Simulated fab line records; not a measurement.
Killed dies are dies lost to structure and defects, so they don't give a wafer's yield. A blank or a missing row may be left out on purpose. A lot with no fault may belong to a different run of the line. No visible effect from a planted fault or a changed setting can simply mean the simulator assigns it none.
Matching of chambers    flow nand-harc    NHARC_A_STAIRCASE_TRIM_12 on rie-diel-03 has 4 sister chambers
The step chemistry O2, time 211.2 s. 8 wafers are shown with their chamber, then 9 later ones without.

## WAFERS WITH THEIR CHAMBER
wafer   chamber  drypump-motor-current-A (A)  showerhead-plenum-p-Torr (Torr)
L088.1  3        6.7                          3.48
L088.2  2        5.7                          3.71
L088.3  1        4.9                          3.62
L088.5  1        4.9                          3.62
L088.6  0        5.6                          3.66
L093.1  3        6.8                          3.48
L093.2  2        5.6                          3.70
L093.3  0        5.6                          3.66

## WAFERS MISSING THEIR CHAMBER
wafer   drypump-motor-current-A (A)  showerhead-plenum-p-Torr (Torr)
L093.4  4.9                          3.62
L093.5  5.6                          3.66
L093.6  6.8                          3.48
L094.2  5.6                          3.70
L094.3  5.6                          3.66
L094.4  6.8                          3.47
L096.1  5.6                          3.70
L096.5  6.7                          3.47
L096.6  5.6                          3.70

## THE CHAMBER EACH PASSED THROUGH
wafer   from the rows above  in truth
L093.4  1                    1
L093.5  0                    0
L093.6  3                    3
L094.2  2                    2
L094.3  0                    0
L094.4  3                    3
L096.1  2                    2
L096.5  3                    3
L096.6  2                    2
Placed correctly: 9 of 9. Can't be placed from these rows: 0. Number placed wrongly: 0.
How it was worked out, from the rows above alone: a wafer's distance from a chamber is the root of the sum, over the readings, of the square of ((its reading less the chamber's mean) divided by the reading's scatter). If the next closest chamber is less than 2 further off than the closest, the wafer can't be placed; otherwise it belongs to the closest. Each chamber's mean is taken over the wafers shown for it. The scatter is the square root of a quotient: the sum, over the shown wafers, of each reading's squared deviation from its chamber's mean, divided by wafers minus chambers.
